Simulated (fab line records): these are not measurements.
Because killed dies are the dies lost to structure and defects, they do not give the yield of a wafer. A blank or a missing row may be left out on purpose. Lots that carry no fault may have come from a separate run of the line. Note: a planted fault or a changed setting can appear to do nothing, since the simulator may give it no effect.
fab line records	flow n5_finfet
[record] lots = 7	wafers = 39
route steps=1938 shown ZERO_LAYER@11 FIN_SAQP@94 STI_FIN_REVEAL@183 HKMG_FIN@397 MOL_CONTACT_COAG@559 BEOL_M4@1059
start_h: start of the lot's first displayed wafer, in hours after the record's first day	wait_h: how many hours have passed since the lot's step before this one	" repeats the value in the row above	L1.1+2: several wafers, shown together as one row	- value missing, or start not given	* or withheld: withheld	< > ~ a bound
route shown NAME@n: names a module that has steps shown in the file, with the first one's number in the route	usual: the fault-free wafers' mean and standard deviation	same: alike in all rows	chamber/n: place in a boat	sites: readings site by site	_std_site: their standard deviation	_edge_site: outer sites' mean less inner sites'	radius_mm: how far each site lies from the wafer's centre	mask NAME#n: copy n	behind: the last tool/chamber to shape the wafer	hold: what put the lot on hold/how long, in hours/how the hold closed	device: whichever transistor did not switch (one of n, p or np)	end of line: the route-end tests of the same wafers	a step given without rows: its recipe and nothing more	killed: not the wafer's yield, but the dies lost to structure and defects at the first sort	map: shows each die of a wafer: x if killed, . if not, _ if none is there
set.NAME: setting as actually run; set.NAME@STEP: the setting as run at that earlier step	model.NAME: the simulator's own value behind a step, which no gauge read
lots with deliberately changed settings; one table per step, one row per wafer
[[steps]]
[step N5_ZERO_LAYER_DEVELOP_10]
[recipe] develop_time_s = 60	rinse_liquid = diw	dry = air_spin	dev_temp_c = 21
lot.wafer	tool	chamber	start_h	wait_h	set.develop_time_s
L075.1+2+3+4+5+6	litho_track-05	0	-	-	60
L078.1+4+5	litho_track-02	0	-	-	73.59
L078.2+3+6	"	0	"	"	60
L079.1+2+3	litho_track-05	0	-	-	79.46
L079.4+5+6	"	0	"	"	60
L082.1+4+5	litho_track-01	0	-	-	84.28
L082.2+3+6	"	0	"	"	60
L083.1+2+3	litho_track-01	0	-	-	60
L083.4+5+6	"	0	"	"	92.2
L091.1+2+3+4+5+6	litho_track-05	0	-	-	60
L095.2+3+6	litho_track-01	0	-	-	60
[step N5_ZERO_LAYER_HARDBAKE_23]
[recipe] temp_c = 130	time_s = 120
[step N5_ZERO_LAYER_CD_MEAS_11]
[recipe] target_cd_nm = 2000	landing_energy_ev = 500	detector = se_inlens
[usual] cd_nm = 2000.2/2.7
lot.wafer	tool	chamber	start_h	wait_h	set.develop_time_s@ZERO_LAYER_DEVELOP_10	cd_nm
L075.1	cd_sem-01	0	18.67	-	60	2000.9
L075.2	"	0	"	"	60	2002.5
L075.3	"	0	"	"	60	2000.4
L075.4	"	0	"	"	60	2001.0
L075.5	"	0	"	"	60	2000.0
L075.6	"	0	"	"	60	2003.9
L078.1	cd_sem-03	0	36.69	-	73.59	2007.2
L078.2	"	0	"	"	60	2000.4
L078.3	"	0	"	"	60	2002.0
L078.4	"	0	"	"	73.59	2002.7
L078.5	"	0	"	"	73.59	2008.2
L078.6	"	0	"	"	60	2005.1
L079.1	cd_sem-02	0	42.79	-	79.46	2004.8
L079.2	"	0	"	"	79.46	2003.0
L079.3	"	0	"	"	79.46	2007.5
L079.4	"	0	"	"	60	1997.4
L079.5	"	0	"	"	60	1998.0
L079.6	"	0	"	"	60	1998.0
L082.1	cd_sem-02	0	60.64	-	84.28	2005.0
L082.2	"	0	"	"	60	1996.5
L082.3	"	0	"	"	60	1998.9
L082.4	"	0	"	"	84.28	2004.2
L082.5	"	0	"	"	84.28	2005.0
L082.6	"	0	"	"	60	1999.3
L083.1	cd_sem-03	0	66.79	-	60	1996.2
L083.2	"	0	"	"	60	1998.8
L083.3	"	0	"	"	60	1998.3
L083.4	"	0	"	"	92.2	2007.8
L083.5	"	0	"	"	92.2	2005.4
L083.6	"	0	"	"	92.2	2006.6
L091.1	cd_sem-03	0	114.64	-	60	2001.9
L091.2	"	0	"	"	60	1995.5
L091.3	"	0	"	"	60	1997.5
L091.4	"	0	"	"	60	1998.6
L091.5	"	0	"	"	60	2000.7
L091.6	"	0	"	"	60	1998.1
L095.2	cd_sem-03	0	138.64	-	60	1997.3
L095.3	"	0	"	"	60	1999.4
L095.6	"	0	"	"	60	1999.0
[step N5_FIN_SAQP_ALD_61]
[recipe] material = SiO2	target_thk_a = 40	temp_c = 300	ald_precursor_family = BDEAS	ald_co_reactant = O2-plasma	pulse_time_s = 1	purge_time_s = 2	co_reactant_purge_time_s = 2	ald_cycles = 43	pressure_torr = 2
lot.wafer	tool	chamber	start_h	wait_h	set.ald_cycles	model.SiO2_of_FIN_SAQP_ALD_61.thk_nm
L075.1	ald_sin-03	1	26.46	0.0	43	3.976
L075.2	"	3	"	"	43	3.991
L075.3	"	2	"	"	43	4.014
L075.4	"	0	"	"	43	3.983
L075.5	"	0	"	"	43	3.987
L075.6	"	1	"	"	43	3.968
L078.1	ald_sin-02	1	45.10	0.1	24	2.259
L078.2	"	3	"	"	43	4.001
L078.3	"	2	"	"	24	2.254
L078.4	"	0	"	"	43	3.998
L078.5	"	1	"	"	24	2.25
L078.6	"	0	"	"	43	4.014
L079.1	ald_sin-01	1	51.24	0.0	55	5.107
L079.2	"	0	"	"	55	5.13
L079.3+5	"	2,1	"	"	43	3.998
L079.4	"	3	"	"	43	4.001
L079.6	"	2	"	"	55	5.143
L082.1	ald_sin-01	1	69.58	0.9	57	5.314
L082.2	"	0	"	"	57	5.309
L082.3	"	3	"	"	57	5.31
L082.4	"	2	"	"	43	4.025
L082.5	"	2	"	"	43	4.017
L082.6	"	1	"	"	43	4.01
L083.1	ald_sin-03	2	75.27	0.0	18	1.704
L083.2	"	0	"	"	18	1.705
L083.3	"	3	"	"	43	4.011
L083.4	"	1	"	"	43	3.987
L083.5	"	2	"	"	43	4.02
L083.6	"	3	"	"	18	1.706
L091.1	ald_sin-01	1	122.78	0.0	43	4.021
L091.2	"	3	"	"	43	3.996
L091.3	"	0	"	"	43	4.022
L091.4	"	2	"	"	43	4.002
L091.5	"	3	"	"	43	4.017
L091.6	"	2	"	"	43	4.019
L095.2	ald_sin-03	0	146.18	0.0	43	3.996
L095.3	"	3	"	"	43	3.984
L095.6	"	1	"	"	43	3.999
[step N5_STI_FIN_REVEAL_ALD_00]
[recipe] material = SiO2	target_thk_a = 10	temp_c = 300	ald_precursor_family = BDEAS	ald_co_reactant = O2-plasma	pulse_time_s = 1	pressure_torr = 2
lot.wafer	tool	chamber	start_h	wait_h	set.target_thk_a	model.SiO2_of_STI_FIN_REVEAL_ALD_00.thk_nm
L075.1+2+6	ald_sin-01	1,2,3	34.60	0.1	14.84	1.4
L075.3+4+5	"	0,3,0	"	"	10	1
L078.1+3+4	ald_sin-03	3,1,2	53.33	0.0	11.84	1.2
L078.2+5+6	"	0,1,0	"	"	10	1
L079.1+5+6	ald_sin-01	2,0,1	61.85	1.6	15.26	1.6
L079.2+3+4	"	0,1,3	"	"	10	1
L082.1+5+6	ald_sin-04	1,3,0	79.04	0.6	10	1
L082.2+3+4	"	3,2,0	"	"	6.691	0.6
L083.1+3+4	ald_sin-04	3,0,1	86.10	0.7	14.65	1.4
L083.2+5+6	"	2,3,0	"	"	10	1
L091.1+5+6	ald_sin-04	2,0,3	130.52	0.0	7.259	0.8
L091.2+3+4	"	1,3,0	"	"	10	1
L095.2+3+6	ald_sin-03	2,1,2	153.31	0.0	10	1
[step N5_HKMG_FIN_DEVELOP_48]
[recipe] develop_time_s = 30	developer = TMAH	resist = CAR-ArF	rinse_liquid = diw	dry = air_spin	dev_temp_c = 23
lot.wafer	tool	chamber	start_h	wait_h	set.develop_time_s
L075.1+2+4	litho_track-03	0	-	-	30
L075.3+5+6	"	0	"	"	45.57
L078.1+2+4	litho_track-03	0	-	-	30
L078.3+5+6	"	0	"	"	45.36
L079.1+4+5	litho_track-04	0	-	-	30
L079.2+3+6	"	0	"	"	16.73
L082.1+3+6	litho_track-02	0	-	-	41.57
L082.2+4+5	"	0	"	"	30
L083.1+2+5	litho_track-02	0	-	-	30
L083.3+4+6	"	0	"	"	14.57
L091.1+3+4	litho_track-02	0	-	-	14.88
L091.2+5+6	"	0	"	"	30
L095.2+3+6	litho_track-02	0	-	-	30
[step N5_HKMG_FIN_CD_MEAS_49]
[recipe] target_cd_nm = 202	landing_energy_ev = 500	detector = se_inlens	polarity = opening
[usual] cd_nm = 202.0/0.63
lot.wafer	tool	chamber	start_h	wait_h	set.develop_time_s@HKMG_FIN_DEVELOP_48	cd_nm
L075.1	cd_sem-03	0	76.44	-	30	202.2
L075.2	"	0	"	"	30	201.2
L075.3	"	0	"	"	45.57	203.7
L075.4	"	0	"	"	30	201.3
L075.5	"	0	"	"	45.57	203.2
L075.6	"	0	"	"	45.57	204.8
L078.1	cd_sem-02	0	98.08	-	30	201.4
L078.2	"	0	"	"	30	201.1
L078.3	"	0	"	"	45.36	203.9
L078.4	"	0	"	"	30	201.3
L078.5	"	0	"	"	45.36	203.1
L078.6	"	0	"	"	45.36	203.8
L079.1	cd_sem-01	0	106.43	-	30	202.1
L079.2	"	0	"	"	16.73	199.5
L079.3	"	0	"	"	16.73	199.7
L079.4	"	0	"	"	30	202.6
L079.5	"	0	"	"	30	202.6
L079.6	"	0	"	"	16.73	199.6
L082.1	cd_sem-02	0	128.36	-	41.57	203.3
L082.2	"	0	"	"	30	202.5
L082.3	"	0	"	"	41.57	203.3
L082.4	"	0	"	"	30	202.8
L082.5	"	0	"	"	30	202.0
L082.6	"	0	"	"	41.57	203.8
L083.1	cd_sem-03	0	129.73	-	30	201.3
L083.2	"	0	"	"	30	201.3
L083.3	"	0	"	"	14.57	197.7
L083.4	"	0	"	"	14.57	197.8
L083.5	"	0	"	"	30	202.9
L083.6	"	0	"	"	14.57	197.5
L091.1	cd_sem-02	0	174.09	-	14.88	197.8
L091.2	"	0	"	"	30	201.8
L091.3	"	0	"	"	14.88	198.2
L091.4	"	0	"	"	14.88	198.3
L091.5	"	0	"	"	30	201.8
L091.6	"	0	"	"	30	201.1
L095.2	cd_sem-02	0	198.75	-	30	202.2
L095.3	"	0	"	"	30	201.4
L095.6	"	0	"	"	30	201.7
[step N5_HKMG_FIN_DESCUM_53]
[recipe] chemistry = O2	time_s = 7.9	source_power_w = 50	bias_power_w = 20	pressure_mtorr = 20	rf_frequency_hz = 2.712e+07	temp_c = 40	resist = CAR-ArF	o2_flow_sccm = 225
[step N5_HKMG_FIN_ETCH_54]
[recipe] chemistry = CF4	target = SiARC	target_depth_a = 455	mask_material = CAR-ArF	time_s = 75.8	ion_energy_ev = 80	pressure_mtorr = 40	source_w = 545	bias_w = 36	Ar_flow_sccm = 100	cf4_flow_sccm = 100	ends = cleared
lot.wafer	tool	chamber	start_h	wait_h	set.develop_time_s@HKMG_FIN_DEVELOP_48	model.HKMG_FIN.cd_offset_nm
L075.1	rie_diel-04	1	76.90	0.0	30	0.4
L075.2	"	3	"	"	30	-0.4
L075.3	"	0	"	"	45.57	1
L075.4	"	2	"	"	30	-1
L075.5	"	3	"	"	45.57	1.4
L075.6	"	0	"	"	45.57	2.4
L078.1+2	rie_diel-01	3,2	98.21	0.0	30	-0.8
L078.3	"	0	"	"	45.36	1.2
L078.4	"	0	"	"	30	-1.2
L078.5	"	3	"	"	45.36	0.8
L078.6	"	2	"	"	45.36	1.4
L079.1	rie_diel-01	2	106.60	0.0	30	0.2
L079.2	"	1	"	"	16.73	-2.8
L079.3+6	"	3,2	"	"	16.73	-2.4
L079.4	"	3	"	"	30	0.4
L079.5	"	1	"	"	30	0.6
L082.1	rie_diel-01	0	128.48	0.0	41.57	1
L082.2	"	3	"	"	30	0.2
L082.3	"	2	"	"	41.57	1.4
L082.4	"	1	"	"	30	1
L082.5	"	1	"	"	30	0
L082.6	"	2	"	"	41.57	1.8
L083.1	rie_diel-03	2	129.86	0.0	30	-0.4
L083.2	"	0	"	"	30	-0.6
L083.3	"	1	"	"	14.57	-4.2
L083.4+6	"	3,0	"	"	14.57	-4
L083.5	"	3	"	"	30	0.6
L091.1	rie_diel-04	0	174.22	0.0	14.88	-4.4
L091.2+6	"	2	"	"	30	-0.2
L091.3	"	3	"	"	14.88	-3.2
L091.4	"	3	"	"	14.88	-3.4
L091.5	"	0	"	"	30	-0.4
L095.2	rie_diel-03	0	199.23	0.0	30	0.2
L095.3	"	2	"	"	30	0
L095.6	"	2	"	"	30	-0.2
[step N5_MOL_CONTACT_COAG_ALD_27]
[recipe] material = SiOC	target_thk_a = 170	temp_c = 400	ald_precursor_family = carbosiloxane	ald_co_reactant = H2-plasma	pulse_time_s = 1.5	time_s = 2720	purge_time_s = 2	co_reactant_purge_time_s = 2	ald_cycles = 340	pressure_torr = 2
lot.wafer	tool	chamber	start_h	wait_h	set.time_s	model.SiOC_of_MOL_CONTACT_COAG_ALD_27.thk_nm
L075.1+2	ald_sin-03	3,1	111.66	0.0	2720	16.8
L075.3+4	"	0,2	"	"	2720	17.2
L075.5+6	"	3,0	"	"	2720	17
L078.1	ald_sin-01	0	120.29	0.0	2720	17.2
L078.2+3+4	"	2,3,1	"	"	2169	13.6
L078.5+6	"	3,2	"	"	2720	17
L079.1+2+3+5+6	ald_sin-02	1,0,2,2,3	130.07	0.0	2720	17
L079.4	"	3	"	"	2720	16.8
L082.1+3+4	ald_sin-02	3,1,0	152.20	0.0	2720	17
L082.2+5+6	"	2,3,2	"	"	1996	12.4
L083.1+2+3+4+5+6	ald_sin-01	0,2,3,1,2,3	152.32	0.0	2720	17
L091.1+3+5	ald_sin-01	2,3,1	197.11	0.5	1784	11.2
L091.2+4+6	"	0,1,2	"	"	2720	17
L095.2+3+6	ald_sin-03	3,2,3	224.33	0.1	2720	17
[step N5_MOL_CONTACT_COAG_CVD_140]
[recipe] material = W	target_thk_a = 665	mode = selective_fill	temp_c = 300	time_s = 215
lot.wafer	tool	chamber	start_h	wait_h	set.target_thk_a	model.W_of_MOL_CONTACT_COAG_CVD_140.thk_nm
L075.1	cvd_w-02	0	117.66	0.1	665	66.4
L075.2	"	1	"	"	294.9	30
L075.3	"	1	"	"	294.9	30.2
L075.4	"	0	"	"	294.9	30.4
L075.5	"	1	"	"	665	67
L075.6	"	0	"	"	665	66.8
L078.1	cvd_w-01	1	125.98	0.1	897.2	90.4
L078.2	"	0	"	"	897.2	88.6
L078.3	"	1	"	"	665	67.2
L078.4	"	0	"	"	665	66.2
L078.5	"	1	"	"	897.2	89.6
L078.6	"	0	"	"	665	66.4
L079.1	cvd_w-02	0	135.53	0.1	313.5	31.4
L079.2	"	1	"	"	665	66.2
L079.3	"	0	"	"	313.5	32
L079.4	"	1	"	"	313.5	31
L079.5	"	0	"	"	665	66
L079.6	"	1	"	"	665	66.8
L082.1+2	cvd_w-02	1,0	158.02	0.1	665	65.8
L082.3	"	1	"	"	865.3	86.2
L082.4	"	0	"	"	665	65.6
L082.5	"	0	"	"	865.3	85.8
L082.6	"	1	"	"	865.3	85.6
L083.1	cvd_w-01	0	159.78	0.1	665	65.2
L083.2	"	1	"	"	904.7	89
L083.3	"	1	"	"	665	66
L083.4	"	0	"	"	904.7	89.8
L083.5	"	0	"	"	904.7	90
L083.6	"	1	"	"	665	66.4
L091.1	cvd_w-01	0	202.79	0.1	870.8	87.2
L091.2	"	1	"	"	870.8	86.2
L091.3+5	"	1,0	"	"	665	65.8
L091.4	"	0	"	"	870.8	85.6
L091.6	"	1	"	"	665	66
L095.2	cvd_w-02	1	229.65	0.1	665	66.6
L095.3	"	1	"	"	665	67.4
L095.6	"	0	"	"	665	65.6
[step N5_MOL_CONTACT_COAG_PRECLEAN_127]
[recipe] chemistry = DIW	time_s = 57.5	temp_c = 23
[step N5_MOL_CONTACT_COAG_SRD_128]
[recipe] dry_time_s = 32	dry = n2_spin	spin_rpm = 1500
[step N5_MOL_CONTACT_COAG_CMP_52]
[recipe] stop_on = SiO2	t_overpolish_s = 1.5	post_cmp_clean = w_dilute_nh4oh	down_force_psi = 4	platen_rpm = 50.289	pad_velocity_m_s = 1.0006	target_thk_nm = 66.5
lot.wafer	tool	chamber	start_h	wait_h	set.target_thk_a@MOL_CONTACT_COAG_CVD_140	model.W_of_MOL_CONTACT_COAG_CVD_140.thk_nm
L075.1	cmp-01	3	117.98	0.0	665	66.4
L075.2	"	0	"	"	294.9	30
L075.4	"	1	"	"	294.9	30.4
L075.3	"	2	"	"	294.9	30.2
L075.5	"	3	"	"	665	67
L075.6	"	0	"	"	665	66.8
L078.1	cmp-01	1	126.30	0.0	897.2	65.8
L078.3	"	2	"	"	665	67.2
L078.4	"	3	"	"	665	66.2
L078.2	"	0	"	"	897.2	66
L078.6	"	1	"	"	665	66.4
L078.5	"	2	"	"	897.2	65.6
L079.3	cmp-01	0	135.90	0.1	313.5	32
L079.4	"	1	"	"	313.5	31
L079.1	"	2	"	"	313.5	31.4
L079.2	"	3	"	"	665	66.2
L079.5	"	0	"	"	665	66
L079.6	"	1	"	"	665	66.8
L082.2+1	cmp-04	0,1	158.34	0.0	665	65.8
L082.4	"	2	"	"	665	65.6
L082.3	"	3	"	"	865.3	65.8
L082.5	"	0	"	"	865.3	66.6
L082.6	"	1	"	"	865.3	65.2
L083.4+5	cmp-01	1,2	160.11	0.0	904.7	66.8
L083.3	"	2	"	"	665	66
L083.2	"	3	"	"	904.7	67.8
L083.1	"	0	"	"	665	65.2
L083.6	"	1	"	"	665	66.4
L091.4+2	cmp-03	3,2	203.11	0.0	870.8	66.6
L091.3+5	"	0,3	"	"	665	65.8
L091.1	"	1	"	"	870.8	67.6
L091.6	"	0	"	"	665	66
L095.3	cmp-01	1	230.01	0.1	665	67.4
L095.2	"	2	"	"	665	66.6
L095.6	"	0	"	"	665	65.6
[step N5_BEOL_M4_DESCUM_33]
[recipe] chemistry = O2	time_s = 7	source_power_w = 50	bias_power_w = 20	pressure_mtorr = 20	rf_frequency_hz = 2.712e+07	temp_c = 40	resist = CAR-EUV	o2_flow_sccm = 225
lot.wafer	tool	chamber	start_h	wait_h	set.time_s	model.CAR-EUV_of_BEOL_M4_COAT_22.thk_nm
L075.1+3	rie_diel-01	0	207.86	0.0	5.444	26.6
L075.2+5	"	3,0	"	"	7	26
L075.4	"	3	"	"	7	25.8
L075.6	"	3	"	"	5.444	26.8
L078.1+3	rie_diel-04	3,1	210.25	0.0	3.333	28
L078.2	"	0	"	"	3.333	27.8
L078.4+5+6	"	2,3,2	"	"	7	26.2
L079.1+3+5	rie_diel-04	0,2,0	216.88	0.4	7	26
L079.2+4+6	"	1,3,1	"	"	7	26.2
L082.1+2	rie_diel-03	1,3	243.20	0.0	7	26.2
L082.3+4	"	2,3	"	"	8.379	25.6
L082.5	"	2	"	"	8.379	25.4
L082.6	"	1	"	"	7	26
L083.1	rie_diel-01	0	245.58	0.2	7	25.8
L083.2+3+6	"	2,3,2	"	"	5.715	26.6
L083.4+5	"	3,0	"	"	7	26
L091.1+2+3+4+5	rie_diel-01	1,3,2,0,3	297.33	0.0	7	26.2
L091.6	"	2	"	"	7	26
L095.2+6	rie_diel-04	3,0	314.50	0.3	7	26.2
L095.3	"	0	"	"	7	26
[step N5_BEOL_M4_ETCH_77]
[recipe] chemistry = N2/H2	target = underlayer	target_depth_a = 65	mask_material = CAR-EUV	time_s = 5.2	ion_energy_ev = 200	pressure_mtorr = 30	source_w = 840	bias_w = 150	n2_flow_sccm = 200	h2_flow_sccm = 200	ends = cleared
[step N5_BEOL_M4_ETCH_69]
[recipe] chemistry = CF4	target = SiARC	target_depth_a = 156	mask_material = CAR-EUV	time_s = 26	ion_energy_ev = 80	pressure_mtorr = 40	source_w = 545	bias_w = 36	Ar_flow_sccm = 100	cf4_flow_sccm = 100	ends = cleared
[step N5_BEOL_M4_ALD_98]
[recipe] material = SiO2	target_thk_a = 25	temp_c = 100	ald_precursor_family = BDEAS	ald_co_reactant = O2-plasma	pulse_time_s = 1	co_reactant_pulse_time_s = 1	purge_time_s = 2	co_reactant_purge_time_s = 2	ald_cycles = 17	pressure_torr = 2
[step N5_BEOL_M4_ETCHBACK_99]
[recipe] chemistry = CHF3	target = SiO2	target_depth_a = 50	time_s = 10.4	source_w = 215	bias_w = 47	Ar_flow_sccm = 200	CHF3_flow_sccm = 12	ion_energy_ev = 100	pressure_mtorr = 30
lot.wafer	tool	chamber	start_h	wait_h	set.time_s@BEOL_M4_DESCUM_33	model.CAR-EUV_of_BEOL_M4_COAT_22.thk_nm
L075.1+3+6	rie_diel-04	0,1,1	237.56	29.4	5.444	11
L075.2+4+5	"	2,2,0	"	"	7	10.2
L078.1+3	rie_diel-01	3,1	237.78	27.3	3.333	12.4
L078.2	"	2	"	"	3.333	12.2
L078.4+5	"	1,2	"	"	7	10.6
L078.6	"	3	"	"	7	10.4
L079.1+5	rie_diel-01	3,0	243.51	26.5	7	10.4
L079.2+3+4+6	"	0,2,3,2	"	"	7	10.6
L082.1+2	rie_diel-03	2,3	268.20	24.0	7	10.6
L082.3	"	0	"	"	8.379	10
L082.4+5	"	1,2	"	"	8.379	9.8
L082.6	"	3	"	"	7	10.4
L083.1+5	rie_diel-04	1	272.34	26.6	7	10.2
L083.2+3+6	"	0,3,0	"	"	5.715	11
L083.4	"	2	"	"	7	10.4
L091.1+4+6	rie_diel-03	1,2,1	323.15	25.0	7	10.4
L091.2+3+5	"	2,0,0	"	"	7	10.6
L095.2	rie_diel-04	0	339.39	24.7	7	10.6
L095.3+6	"	1,0	"	"	7	10.4
[[key]]
[split] step = N5_ZERO_LAYER_DEVELOP_10	setting = develop_time_s	stated = 60	by = wafer
[response] step = N5_ZERO_LAYER_CD_MEAS_11	reading = cd_nm	change = +0.173	per = 1%	r = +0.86
[split] step = N5_FIN_SAQP_ALD_61	setting = ald_cycles	stated = 43	by = wafer
[response] step = N5_FIN_SAQP_ALD_61	reading = model.SiO2_of_FIN_SAQP_ALD_61.thk_nm	change = +0.0397	per = 1%	r = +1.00
[split] step = N5_STI_FIN_REVEAL_ALD_00	setting = target_thk_a	stated = 10	by = wafer
[response] step = N5_STI_FIN_REVEAL_ALD_00	reading = model.SiO2_of_STI_FIN_REVEAL_ALD_00.thk_nm	change = +0.00972	per = 1%	r = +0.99
[split] step = N5_HKMG_FIN_DEVELOP_48	setting = develop_time_s	stated = 30	by = wafer
[response] step = N5_HKMG_FIN_CD_MEAS_49	reading = cd_nm	change = +0.0571	per = 1%	r = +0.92
[response] step = N5_HKMG_FIN_ETCH_54	reading = model.HKMG_FIN.cd_offset_nm	change = +0.0537	per = 1%	r = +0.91
[split] step = N5_MOL_CONTACT_COAG_ALD_27	setting = time_s	stated = 2720	by = wafer
[response] step = N5_MOL_CONTACT_COAG_ALD_27	reading = model.SiOC_of_MOL_CONTACT_COAG_ALD_27.thk_nm	change = +0.17	per = 1%	r = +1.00
[split] step = N5_MOL_CONTACT_COAG_CVD_140	setting = target_thk_a	stated = 665	by = wafer
[response] step = N5_MOL_CONTACT_COAG_CVD_140	reading = model.W_of_MOL_CONTACT_COAG_CVD_140.thk_nm	change = +0.659	per = 1%	r = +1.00
[response] step = N5_MOL_CONTACT_COAG_CMP_52	reading = model.W_of_MOL_CONTACT_COAG_CVD_140.thk_nm	shape = bent	at_lowest = 30.2	at_stated = 66.24	at_highest = 67.13
[split] step = N5_BEOL_M4_DESCUM_33	setting = time_s	stated = 7	by = wafer
[response] step = N5_BEOL_M4_DESCUM_33	reading = model.CAR-EUV_of_BEOL_M4_COAT_22.thk_nm	change = -0.0331	per = 1%	r = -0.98
[response] step = N5_BEOL_M4_ETCHBACK_99	reading = model.CAR-EUV_of_BEOL_M4_COAT_22.thk_nm	change = -0.035	per = 1%	r = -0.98
